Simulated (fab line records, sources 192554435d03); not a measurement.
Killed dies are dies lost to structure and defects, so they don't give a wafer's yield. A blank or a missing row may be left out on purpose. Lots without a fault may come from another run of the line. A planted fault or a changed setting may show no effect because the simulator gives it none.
fab line records | flow n5_finfet
record lots=7 wafers=21 last_day=17
route steps=1938 shown BEOL_M1@840 BEOL_M2@841
lots that met no fault: from a run of the same line without faults
start_h: hours from the record's first day to the start of the lot's first wafer shown | wait_h: hours since the lot's step before | " the same as in the row above | L1.1+2: a row that stands for several wafers | - no value, or no start given | * or withheld: withheld | < > ~ a bound
route shown NAME@n: a module of which the file shows steps, and the number in the route of the first | usual: mean/standard deviation of fault-free wafers | same: alike in all rows | chamber/n: place in a boat | sites: the reading at each site | _std_site: their standard deviation | _edge_site: outer sites' mean less inner sites' | radius_mm: how far each site lies from the wafer's centre | mask NAME#n: copy n | behind: the tool/chamber that last shaped the wafer | hold: why the lot was held/for how many hours/how that ended | device: the transistor (n, p or np) that didn't switch | end of line: the same wafers' tests at the end of the route | a step without rows: its recipe alone | killed: dies lost to structure and defects at the first sort, not the wafer's yield | map: a wafer's dies, x killed, . not, _ none there
set.NAME: the setting as run; set.NAME@STEP: as run at that earlier step | model.NAME: the simulator's own value behind a step, which no gauge read
lots at some steps of the route; a table a step, a row a wafer
services: from which hour (start_h, from the record's first day; less than 0 if before it) a tool's chamber was out of use, for how many hours, and why
## steps
# step N5_BEOL_M1_INSPECT_59
# recipe inspect_instrument=darkfield mode=post_dep
# usual raw_defect_count=73/22
# columns lot.wafer tool chamber start_h wait_h raw_defect_count
L519.1 defect_inspect-02 - 148.88 0.0 103
L519.4 " - " " 62
L519.5 " - " " 63
L525.1 defect_inspect-02 - 189.11 0.0 46
L525.4 " - " " 54
L525.6 " - " " 72
L526.2 defect_inspect-02 - 199.03 0.0 100
L526.4 " - " " 61
L526.5 " - " " 53
L527.1 defect_inspect-02 - 206.91 0.0 41
L527.2 " - " " 43
L527.5 " - " " 33
L528.2 defect_inspect-01 - 207.11 0.0 65
L528.3 " - " " 60
L528.6 " - " " 83
L535.3 defect_inspect-02 - 236.90 0.0 106
L535.4 " - " " 85
L535.6 " - " " 89
L538.4 defect_inspect-01 - 270.73 0.0 67
L538.5 " - " " 50
L538.6 " - " " 65
# step N5_BEOL_M2_ILD_DEP_00
# recipe material=SiOC target_thk_a=790 temp_c=350 precursor=DEMS/O2 pressure_torr=5 rf_w=500 time_s=15.3
# usual heater_power_w=465/54 showerhead_plenum_p_Torr=5.693/0.015 throttle_valve_pct=12.0/0.54
# columns lot.wafer tool chamber start_h wait_h heater_power_w showerhead_plenum_p_Torr throttle_valve_pct
L519.1 pecvd-02 1 148.92 0.0 388 5.689 11.7
L519.4 " 1 " " 404 5.683 11.5
L519.5 " 2 " " 558 5.674 11.2
L525.1 pecvd-02 2 189.15 0.0 483 5.664 11.4
L525.4 " 2 " " 488 5.684 11.4
L525.6 " 1 " " 481 5.688 11.6
L526.2 pecvd-03 1 199.07 0.0 427 5.690 12.5
L526.4 " 2 " " 495 5.689 11.0
L526.5 " 0 " " 484 5.718 12.7
L527.1 pecvd-04 0 206.95 0.0 475 5.719 12.2
L527.2 " 1 " " 386 5.715 11.9
L527.5 " 1 " " 404 5.702 12.0
L528.2 pecvd-03 0 207.15 0.0 502 5.693 12.5
L528.3 " 1 " " 346 5.670 12.4
L528.6 " 0 " " 499 5.697 12.8
L535.3 pecvd-02 1 236.94 0.0 441 5.682 11.5
L535.4 " 2 " " 567 5.667 11.5
L535.6 " 1 " " 451 5.700 11.5
L538.4 pecvd-02 2 270.78 0.1 530 5.679 11.6
L538.5 " 1 " " 401 5.705 11.9
L538.6 " 0 " " 439 5.687 12.4
# step N5_BEOL_M2_THK_MEAS_01
# recipe reads=SiOC_of_BEOL_M2_ILD_DEP_00
# usual M2_ILD_THK=78.7/1.1
# columns lot.wafer tool chamber start_h wait_h M2_ILD_THK[nm]
L519.1 film_metro-02 - 149.00 0.1 78.3
L519.4 " - " " 79.1
L519.5 " - " " 79.2
L525.1 film_metro-02 - 189.22 0.0 78.8
L525.4 " - " " 80.1
L525.6 " - " " 78.8
L526.2 film_metro-01 - 199.13 0.1 78.8
L526.4 " - " " 79.1
L526.5 " - " " 80.3
L527.1 film_metro-01 - 207.03 0.1 77.4
L527.2 " - " " 78.5
L527.5 " - " " 79.7
L528.2 film_metro-02 - 207.21 0.1 79.0
L528.3 " - " " 78.2
L528.6 " - " " 81.0
L535.3 film_metro-01 - 237.01 0.1 77.2
L535.4 " - " " 79.7
L535.6 " - " " 79.3
L538.4 film_metro-02 - 270.83 0.0 79.6
L538.5 " - " " 79.9
L538.6 " - " " 79.3
# step N5_BEOL_M2_PECVD_72
# recipe material=SiO2 target_thk_a=160 temp_c=400 precursor=TEOS/O2 pressure_torr=5.5 rf_w=450 teos_flow_sccm=53.8 gas=O2 flow_sccm=3000 time_s=18
# usual heater_power_w=678/64 showerhead_plenum_p_Torr=8.79/0.06 throttle_valve_pct=22.6/1.1
# columns lot.wafer tool chamber start_h wait_h heater_power_w showerhead_plenum_p_Torr throttle_valve_pct
L519.1 pecvd-04 2 149.04 0.0 552 8.72 23.8
L519.4 " 2 " " 564 8.75 23.5
L519.5 " 0 " " 675 8.88 23.0
L525.1 pecvd-04 1 189.25 0.0 675 8.84 22.5
L525.4 " 1 " " 683 8.81 22.4
L525.6 " 0 " " 725 8.88 22.9
L526.2 pecvd-04 1 199.17 0.0 588 8.81 22.7
L526.4 " 2 " " 556 8.77 23.1
L526.5 " 0 " " 712 8.88 23.3
L527.1 pecvd-04 0 207.07 0.0 716 8.88 23.1
L527.2 " 1 " " 660 8.82 22.8
L527.5 " 0 " " 700 8.88 23.3
L528.2 pecvd-03 1 207.25 0.0 627 8.72 23.6
L528.3 " 0 " " 735 8.79 23.6
L528.6 " 1 " " 604 8.72 23.8
L535.3 pecvd-03 0 237.06 0.1 679 8.81 23.5
L535.4 " 2 " " 644 8.80 20.8
L535.6 " 2 " " 643 8.77 20.8
L538.4 pecvd-03 1 270.88 0.1 651 8.73 24.0
L538.5 " 0 " " 734 8.82 24.0
L538.6 " 2 " " 762 8.80 20.9
# step N5_BEOL_M2_HM_DEP_02
# recipe material=TiN target_thk_a=200 temp_c=25 chamber_pressure_pa=0.49996
# usual throttle_valve_pct=30.2/1
# columns lot.wafer tool chamber start_h wait_h throttle_valve_pct
L519.1 pvd_sputter-01 - 149.40 0.3 29.5
L519.4 " - " " 28.4
L519.5 " - " " 30.3
L525.1 pvd_sputter-02 - 189.48 0.2 29.9
L525.4 " - " " 30.8
L525.6 " - " " 30.6
L526.2 pvd_sputter-03 - 201.46 2.3 30.3
L526.4 " - " " 32.3
L526.5 " - " " 29.7
L527.1 pvd_sputter-01 - 207.90 0.8 29.7
L527.2 " - " " 28.5
L527.5 " - " " 28.6
L528.2 pvd_sputter-01 - 208.00 0.7 30.3
L528.3 " - " " 29.6
L528.6 " - " " 28.4
L535.3 pvd_sputter-01 - 237.47 0.4 30.4
L535.4 " - " " 28.0
L535.6 " - " " 28.6
L538.4 pvd_sputter-02 - 272.68 1.8 30.7
L538.5 " - " " 29.8
L538.6 " - " " 31.5
# step N5_BEOL_M2_COAT_61
# recipe resist=SOC temp_c=250 time_s=60 spin_rpm=1500 resist_thk_nm=60
# step N5_BEOL_M2_COAT_62
# recipe resist=SiARC temp_c=220 time_s=60 spin_rpm=1500 resist_thk_nm=12
# step N5_BEOL_M2_COAT_73
# recipe resist=underlayer temp_c=205 time_s=60 spin_rpm=1500 resist_thk_nm=5
# step N5_BEOL_M2_COAT_05
# recipe resist=CAR-EUV spin_rpm=1500 resist_thk_nm=30
# step N5_BEOL_M2_EBR_07
# recipe solvent=PGMEA ebr_width_mm=1.5
# step N5_BEOL_M2_SOFTBAKE_06
# recipe temp_c=110 time_s=60 resist=CAR-EUV
# step N5_BEOL_M2_EXPOSE_08
# recipe mask_id=M2 na=0.33 source_shape=dipole sigma_inner=0.369 sigma_outer=0.767 polarization=unpolarized dose_mj=41.25
# step N5_BEOL_M2_PEB_09
# recipe peb_temp_c=100 peb_time_s=60 resist=CAR-EUV
# usual chill_plate_temp_C=22.99/0.12 exhaust_pa=45.0/0.91 plate_temp_C=99.99/0.14 resist_line_temp_C=23.01/0.11
# columns lot.wafer tool chamber start_h wait_h chill_plate_temp_C exhaust_pa plate_temp_C resist_line_temp_C
L519.1 litho_track-05 0 149.72 0.1 22.74 45.2 99.87 23.01
L519.4 " 0 " " 22.80 45.9 100.20 22.98
L519.5 " 0 " " 22.84 44.3 99.96 23.06
L525.1 litho_track-05 0 189.93 0.1 22.95 43.7 100.06 23.02
L525.4 " 0 " " 23.02 42.2 99.83 22.93
L525.6 " 0 " " 22.91 45.1 100.02 23.00
L526.2 litho_track-04 - 201.91 0.1 - - - -
L526.4 " - " " - - - -
L526.5 " - " " - - - -
L527.1 litho_track-05 - 208.36 0.1 - - - -
L527.2 " - " " - - - -
L527.5 " - " " - - - -
L528.2 litho_track-01 - 208.41 0.1 - - - -
L528.3 " - " " - - - -
L528.6 " - " " - - - -
L535.3 litho_track-05 0 237.80 0.0 22.85 45.0 99.99 22.90
L535.4 " 0 " " 22.99 45.1 99.87 22.94
L535.6 " 0 " " 22.81 45.4 99.79 22.97
L538.4 litho_track-01 0 273.15 0.0 22.99 45.4 100.11 23.02
L538.5 " 0 " " 22.95 45.3 100.01 23.10
L538.6 " 0 " " 22.88 44.7 100.12 23.04
# step N5_BEOL_M2_DEVELOP_10
# recipe develop_time_s=30 developer=TMAH resist=CAR-EUV rinse_liquid=surfactant_rinse dry=air_spin dev_temp_c=23
## services
# columns tool chamber start_h hours kind
pecvd-04 2 131.19 15.6 repair
pecvd-03 1 143.74 5.5 scheduled_down
pecvd-03 - 146.95 2.8 pm
pecvd-02 0 148.80 5.5 scheduled_down
pecvd-03 0 152.86 5.5 scheduled_down
pecvd-04 2 154.24 4.7 repair
pecvd-03 1 168.05 16.5 scheduled_down
pecvd-04 2 202.38 - clean
pecvd-04 2 202.38 - consumable_replace:showerhead
pecvd-04 2 202.38 29.0 scheduled_down
pecvd-04 2 202.38 29.0 vent_cycle
pecvd-02 2 202.45 4.4 repair
litho_track-05 - 205.44 - consumable_replace:filter
pecvd-02 0 207.75 5.0 scheduled_down
pecvd-04 0 208.94 1.9 repair
pecvd-02 2 210.16 5.3 repair
pecvd-04 1 216.87 14.9 repair
pecvd-04 - 222.72 0.5 repair
pecvd-03 1 236.93 4.2 repair
pecvd-04 1 258.55 5.0 scheduled_down
pecvd-04 - 270.16 2.9 repair
## key
first_sign step=N5_BEOL_M2_PEB_09 reading=tool_record direction=missing
effect none on later readings
met_at N5_BEOL_M2_PEB_09
struck_wafers L526.2,L526.4,L526.5,L527.1,L527.2,L527.5,L528.2,L528.3,L528.6
later_rows_left_out L526.2,L526.4,L526.5,L527.1,L527.2,L527.5,L528.2,L528.3,L528.6
sort_left_out L526.2,L526.4,L526.5,L527.1,L527.2,L527.5,L528.2,L528.3,L528.6
onset_between 189.93 201.91
fault kind=skipped_step_whole tool=litho_track-01,litho_track-04,litho_track-05 chamber=- onset_h=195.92 steps=N5_BEOL_M2_PEB_09 scope=struck_lots_only
# sort_left_out: the simulated sort isn't trusted on such a fault, so these wafers' sort isn't shown, and their yield isn't known
# later_rows_left_out: the simulator's readings of these wafers behind a module that went badly wrong aren't trusted and aren't shown, but for the sort
